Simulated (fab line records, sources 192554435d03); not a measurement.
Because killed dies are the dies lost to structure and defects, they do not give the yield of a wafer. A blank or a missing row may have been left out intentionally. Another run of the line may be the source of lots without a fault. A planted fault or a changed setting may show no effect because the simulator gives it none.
Split-lot trial ; flow n5-finfet ; 7 lots, 39 wafers read, on a route of 1938 steps

## THE SPLIT ITSELF
At N5_BEOL_M2_VIA_ETCH_34 (etches the open film in C4F6/O2, target depth 69.4 nm, time 65.9 s), the setting time-s was moved away from the recipe's 65.9 s on 15 of the 39 wafers read, by -51.0% to +31.4%. For the rest of the wafers, this setting stayed at what the recipe calls for.

The split's own step is where the reading is taken.

## THE READING
SOC_of_BEOL_M2_COAT_67.thk-nm (the simulator's own value, which no gauge read), in nm, at N5_BEOL_M2_VIA_ETCH_34 (etches the open film in C4F6/O2, target depth 69.4 nm, time 65.9 s). The file does not state a usual value for it. The 24 wafers here that ran the recipe average 51.7 nm, standard deviation 0.3 nm.

wafer;tool, chamber at the split;time-s as run, s;against the recipe;SOC_of_BEOL_M2_COAT_67.thk-nm, nm;against lot-mates on the recipe
L076.1;rie-diel-05, 2;65.9;recipe;51.6;-
L076.2;rie-diel-05, 1;65.9;recipe;52.2;-
L076.3;rie-diel-05, 0;65.9;recipe;51.6;-
L076.4;rie-diel-05, 0;65.9;recipe;51.4;-
L076.5;rie-diel-05, 2;65.9;recipe;51.8;-
L076.6;rie-diel-05, 1;65.9;recipe;51.8;-
L077.1;rie-diel-04, 2;65.9;recipe;52;-
L077.2;rie-diel-04, 0;55.16;-16.3%;53;+1.1
L077.3;rie-diel-04, 1;55.16;-16.3%;53.2;+1.3
L077.4;rie-diel-04, 3;55.16;-16.3%;53;+1.1
L077.5;rie-diel-04, 3;65.9;recipe;51.8;-
L077.6;rie-diel-04, 0;65.9;recipe;52;-
L082.1;rie-diel-05, 3;65.9;recipe;51.2;-
L082.2;rie-diel-05, 0;65.9;recipe;51.4;-
L082.3;rie-diel-05, 1;32.32;-51.0%;55.8;+4.5
L082.4;rie-diel-05, 2;32.32;-51.0%;55.8;+4.5
L082.5;rie-diel-05, 3;65.9;recipe;51.4;-
L082.6;rie-diel-05, 0;32.32;-51.0%;55.6;+4.3
L083.1;rie-diel-04, 2;65.9;recipe;52;-
L083.2;rie-diel-04, 1;65.9;recipe;51.6;-
L083.5;rie-diel-04, 1;65.9;recipe;51.8;-
L085.1;rie-diel-04, 3;65.9;recipe;52;-
L085.2;rie-diel-04, 2;86.37;+31.1%;49.6;-2.5
L085.3;rie-diel-04, 0;86.37;+31.1%;49.6;-2.5
L085.4;rie-diel-04, 1;86.37;+31.1%;49.6;-2.5
L085.5;rie-diel-04, 3;65.9;recipe;52.2;-
L085.6;rie-diel-04, 2;65.9;recipe;52.2;-
L087.1;rie-diel-05, 3;65.9;recipe;51.6;-
L087.2;rie-diel-05, 2;86.59;+31.4%;49.2;-2.3
L087.3;rie-diel-05, 1;65.9;recipe;51.6;-
L087.4;rie-diel-05, 0;86.59;+31.4%;48.6;-2.9
L087.5;rie-diel-05, 3;86.59;+31.4%;49;-2.5
L087.6;rie-diel-05, 0;65.9;recipe;51.2;-
L088.1;rie-diel-06, 3;65.9;recipe;51.4;-
L088.2;rie-diel-06, 2;45.28;-31.3%;54.2;+2.7
L088.3;rie-diel-06, 1;65.9;recipe;51.6;-
L088.4;rie-diel-06, 1;45.28;-31.3%;54.2;+2.7
L088.5;rie-diel-06, 2;45.28;-31.3%;54.2;+2.7
L088.6;rie-diel-06, 3;65.9;recipe;51.4;-

THE FIT
A straight line over all 39 wafers: SOC_of_BEOL_M2_COAT_67.thk-nm changes by -0.079 nm for each +1% of time-s; r = -0.99; the points scatter about the line by 0.29 nm.
The same after taking each lot's own level away (the mean of its wafers on the recipe; 39 wafers): -0.0839 nm for each +1%; r = -1.00; scatter 0.18 nm.
According to that fit, moving time-s by its largest amount changes the reading by 4.3 nm.
From 51.33 to 52.13 nm: that is the span of the lots' own levels, equal to 2.7 times the standard deviation above.
The two slopes agree, so the slope changes little with the lot-to-lot level.
Check: for one of the wafers moved furthest among these (-51.0%), held out of the fit, the line's prediction against its lot-mates is +4.25 nm. It came out at +4.47 nm against them.

## ADDITIONAL SPLITS CARRIED BY THESE WAFERS
Before the reading, these wafers also passed through other splits. Each is held against what the fit with the lots' levels taken away leaves over:
other split on the same wafers;wafers away from the commonest value;r with SOC_of_BEOL_M2_COAT_67.thk-nm (lot level and that fit taken away)
N5_FIN_SAQP_HM_DEP_72 target-thk-a;18;-0.07
N5_HKMG_FIN_DEVELOP_48 develop-time-s;15;-0.16
N5_MOL_CONTACT_COAG_VIA_ETCH_46 target-depth-a;15;-0.21

## THE WHOLE CHAIN: every reading that the file lists as answering this split, in the file's order
step;what it does;reading;change (the file's fit);r (the file's)
N5_BEOL_M2_VIA_ETCH_34;etches the open film in C4F6/O2, target depth 69.4 nm, time 65.9 s;etch.depth-nm (the simulator's own value, which no gauge read);+0.723 nm for each +1% of the setting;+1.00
N5_BEOL_M2_VIA_ETCH_34;etches the open film in C4F6/O2, target depth 69.4 nm, time 65.9 s;SOC_of_BEOL_M2_COAT_67.thk-nm (the simulator's own value, which no gauge read);-0.084 nm for each +1% of the setting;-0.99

## THE FILE'S OWN FIT
SOC_of_BEOL_M2_COAT_67.thk-nm changes by -0.084 nm for each +1% of time-s, r = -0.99.
